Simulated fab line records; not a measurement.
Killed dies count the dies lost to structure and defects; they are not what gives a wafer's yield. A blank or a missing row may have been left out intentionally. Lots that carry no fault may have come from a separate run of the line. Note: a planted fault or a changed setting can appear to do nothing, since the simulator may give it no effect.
Split-lot trial + flow n5 finfet + 7 lots, 21 wafers read, on a route of 1938 steps

== THE SPLIT ==
At N5_PASSIVATION_PECVD_01 (deposits SiNx from SiH4/NH3/N2, target thk 200 nm, time 43.2 s), the setting time s was moved away from the recipe's 43.2 s on 4 of the 21 wafers read, by -11.2% to +8.0%. This setting was run at the recipe's value on the other wafers.

The split's own step is where the reading is taken.

== THE READING ==
SiNx_of_PASSIVATION_PECVD_01.thk nm (the simulator's own value, which no gauge read), in nm, at N5_PASSIVATION_PECVD_01 (deposits SiNx from SiH4/NH3/N2, target thk 200 nm, time 43.2 s). The file gives no usual value for it. Average 199.9 nm, standard deviation 2.6 nm, over the 17 wafers here run with the recipe.

| wafer  | tool, chamber at the split | time s as run, s | against the recipe | SiNx_of_PASSIVATION_PECVD_01.thk nm, nm | against lot-mates on the recipe |
|--------|----------------------------|------------------|--------------------|-----------------------------------------|---------------------------------|
| L075.1 | pecvd-03, 0                | 43.2             | recipe             | 200.8                                   | -                               |
| L075.3 | pecvd-03, 1                | 39.85            | -7.8%              | 182.6                                   | -18.2                           |
| L075.4 | pecvd-03, 0                | 39.85            | -7.8%              | 184.4                                   | -16.4                           |
| L077.1 | pecvd-04, 1                | 43.2             | recipe             | 196.8                                   | -                               |
| L077.2 | pecvd-04, 0                | 46.67            | +8.0%              | 213                                     | +15.6                           |
| L077.6 | pecvd-04, 2                | 43.2             | recipe             | 198                                     | -                               |
| L083.3 | pecvd-04, 0                | 43.2             | recipe             | 197.2                                   | -                               |
| L083.4 | pecvd-04, 0                | 43.2             | recipe             | 202                                     | -                               |
| L083.6 | pecvd-04, 2                | 43.2             | recipe             | 202.8                                   | -                               |
| L090.1 | pecvd-04, 0                | 43.2             | recipe             | 202.6                                   | -                               |
| L090.4 | pecvd-04, 2                | 43.2             | recipe             | 205.8                                   | -                               |
| L090.5 | pecvd-04, 2                | 38.35            | -11.2%             | 183                                     | -21.2                           |
| L091.1 | pecvd-04, 2                | 43.2             | recipe             | 196.4                                   | -                               |
| L091.4 | pecvd-04, 0                | 43.2             | recipe             | 199                                     | -                               |
| L091.5 | pecvd-04, 0                | 43.2             | recipe             | 199                                     | -                               |
| L094.3 | pecvd-01, 0                | 43.2             | recipe             | 197                                     | -                               |
| L094.5 | pecvd-01, 2                | 43.2             | recipe             | 200.2                                   | -                               |
| L094.6 | pecvd-01, 0                | 43.2             | recipe             | 202                                     | -                               |
| L095.2 | pecvd-03, 0                | 43.2             | recipe             | 196.6                                   | -                               |
| L095.4 | pecvd-03, 0,1              | 43.2             | recipe             | 201                                     | -                               |
| L095.6 | pecvd-03, 0,1              | 43.2             | recipe             | 201                                     | -                               |
When a row names more than one chamber, that row covers several wafers, and the file does not tell which wafer ran in which chamber.

FIT RESULTS
A straight line over all 21 wafers: SiNx_of_PASSIVATION_PECVD_01.thk nm changes by +1.76 nm for each +1% of time s; r = +0.93; the points scatter about the line by 2.7 nm.
The same after taking each lot's own level away (the mean of its wafers on the recipe; 21 wafers): +2.03 nm for each +1%; r = +0.97; scatter 1.8 nm.
That fit puts the effect of the largest move of time s on the reading at 23 nm.
From 197.40 to 204.20 nm: that is the span of the lots' own levels, equal to 2.6 times the standard deviation above.
In other words, the slope is changed by the lot-to-lot level; the two fits disagree.
Check: -24 nm against its lot-mates is what the line predicts for one of the wafers moved furthest among these (-11.2%) when that wafer is left out of the fit. Against them it came out at -21.2 nm.

== ADDITIONAL SPLITS CARRIED BY THESE WAFERS ==
Note: prior to the reading, these wafers also went through further splits. Each is held against what the fit with the lots' levels taken away leaves over:
| other split on the same wafers    | wafers away from the commonest value | r with SiNx_of_PASSIVATION_PECVD_01.thk nm (lot level and that fit taken away) |
|-----------------------------------|--------------------------------------|--------------------------------------------------------------------------------|
| N5_BEOL_M14_TRENCH_ETCH_34 bias w | 7                                    | -0.09                                                                          |
| N5_BEOL_M14_DEP_53 time s         | 6                                    | +0.19                                                                          |
| N5_BEOL_M15_ILD_DEP_00 time s     | 6                                    | +0.25                                                                          |

== FILE'S OWN FIT ==
SiNx_of_PASSIVATION_PECVD_01.thk nm changes by +1.98 nm for each +1% of time s, r = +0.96.
